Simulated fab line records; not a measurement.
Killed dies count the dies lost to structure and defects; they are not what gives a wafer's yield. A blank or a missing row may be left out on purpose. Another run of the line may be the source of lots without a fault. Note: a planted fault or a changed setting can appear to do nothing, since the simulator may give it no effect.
Comparing a struck lot with a sound one || flow n5Finfet || 19 steps out of a route of 1938
Sound: these wafers, L917.2, L917.4, L917.5. Struck: wafers L923.3, L923.4, L923.6. The cause is given at the end.
For every step that has rows: the tool of each side, followed by ch and its chambers, followed by its first start. Under that, the readings that differ: sound wafers || struck wafers || difference of the means || sigmas: that difference in standard deviations of wafers without a fault.
alike: readings with means less than 2 such deviations apart, plus words and numbers identical on both sides. not compared: withheld readings, readings lacking a value on some wafer, bounds such as >300 that could conceal the same value, and numbers that have no deviation in the record and whose values overlap.
The two part at a step that has a row with sigmas, a row that says differs or no value, or rows on one side only. When numbers do not overlap yet have no deviation, they are printed without sigmas and do not part them. A reading missing from all wafers of one side parts the sides only when that side holds two or more wafers.

first, 1 step without rows for these wafers: N5_BEOL_M7_STRIP_80 (strips in N2/H2, time 10 s).
N5_BEOL_M7_OCD_MEAS_38:
  sound on ocd-01 at day 9 08:49; struck on ocd-01 at day 11 05:10
  alike: trenchDepthNm
then, 4 steps without rows for these wafers: N5_BEOL_M7_HM_STRIP_39 (strips TiN in peroxide tin strip, target depth 25 nm, time 158 s); N5_BEOL_M7_SRD_40 (time 30 s); N5_BEOL_M7_PRECLEAN_42 (cleans in residue remover, time 60 s); N5_BEOL_M7_SRD_43 (time 30 s).
N5_BEOL_M7_CD_MEAS_35: target cd 40 nm.
  sound on cdSem-02 at day 9 08:59; struck on cdSem-02 at day 11 05:19
  alike: cdNm
N5_BEOL_M7_CURE_75: cures SiCOH lowk, time 120 s.
  sound on uvCure-03 ch 2, day 9 09:52; struck on uvCure-03 ch 0, day 11 05:28
  alike: lampPowerPct, wafer_temp_C_max
N5_BEOL_M7_DEGAS_44: time 60 s.
  sound on pvdSputter-03 at day 9 10:08; struck on pvdSputter-02 at day 11 05:45
  alike: heaterPowerW
then, 1 step without rows for these wafers: N5_BEOL_M7_PRE_CLEAN_45 (time 30 s).
N5_BEOL_M7_ALD_77: deposits TaN, target thk 2 nm, pulse time 2 s, purge time 3 s.
  sound on aldMetal-04 ch 0,1, day 9 10:19; struck on aldMetal-04 ch 2,3, day 11 05:51
  alike: heaterPowerW, precursorVesselPressureTorr
N5_BEOL_M7_SURFACE_TREAT_79:
  sound on pvdSputter-02 at day 9 10:41; struck on pvdSputter-03 at day 11 07:08
  not compared: throttleValvePct
N5_BEOL_M7_CVD_78: deposits Co from CCTBA/H2, target thk 2 nm, time 142.3 s.
  sound on cvdCo-01 ch 1,2, day 9 10:48; struck on cvdCo-01 ch 0,1,2, day 11 07:29
N5_BEOL_M7_SPUTTER_48: material Cu, target thk 10 nm, time 1.667 s.
  sound on pvdSputter-02 at day 9 10:55; struck on pvdSputter-01 at day 11 07:37
{"reading": "throttleValvePct (%)", "sound": "29.9 28.8 28.9", "struck": "30.7 31.7 30.7", "difference": "+1.8", "sigmas": "+2"}
  alike: chuckSensorTempC
then, 2 steps without rows for these wafers: N5_BEOL_M7_ECD_50 (material Cu, target thk 300 nm); N5_BEOL_M7_ANNEAL_51 (time 90 s).
N5_BEOL_M7_CMP_52: polishes, stops on SiCOH lowk, t overpolish 6.9 s, target thk 80 nm.
  sound on cmp-03 ch 1,2, day 9 11:43; struck on cmp-04 ch 1,2, day 11 08:32
{"reading": "barrierFieldEndpointS (s)", "sound": "29.9 29.5 28.9", "struck": "30.3 31.5 31.9", "difference": "+1.8", "sigmas": "+3"}
{"reading": "timeToEndpointS (s)", "sound": "71 66 69", "struck": "59 61 59", "difference": -9, "sigmas": -3}
  alike: edgeZonePressureFrac, motorCurrentA, overpolishRunS
N5_BEOL_M7_THK_MEAS_53: measures by xrf.
  sound on filmMetro-01 at day 9 11:58; struck on filmMetro-02 at day 11 08:50
  alike: M7_THK
-- here the record skips 3 days between the struck wafers' starts before and after, leaving off in module BEOL_M7 and picking up in module PASSIVATION (first step shown: number 1936 of the route) --
N5_PASSIVATION_PROBE_49:
  sound on prober-02 at day 13 04:50; struck on prober-01 at day 14 06:28
  alike: defectLimitedYield, killed_at_M0_to_M3, killed_at_M4_up, killedAtContacts, killedAtFrontEnd, killedAtOther, killedDies, killedOpen, killedShort, sort_bin_5_function, sort_bin_6_memory, sort_bin_8_speed, sortNPass, sortYieldPct

WHERE THEY PART
Last at N5_BEOL_M7_CMP_52 as far as this record goes, first at N5_BEOL_M7_SPUTTER_48. Later steps at which nothing parts them and some readings are alike: N5_BEOL_M7_THK_MEAS_53, N5_PASSIVATION_PROBE_49.

WHY: whatever the simulator had introduced
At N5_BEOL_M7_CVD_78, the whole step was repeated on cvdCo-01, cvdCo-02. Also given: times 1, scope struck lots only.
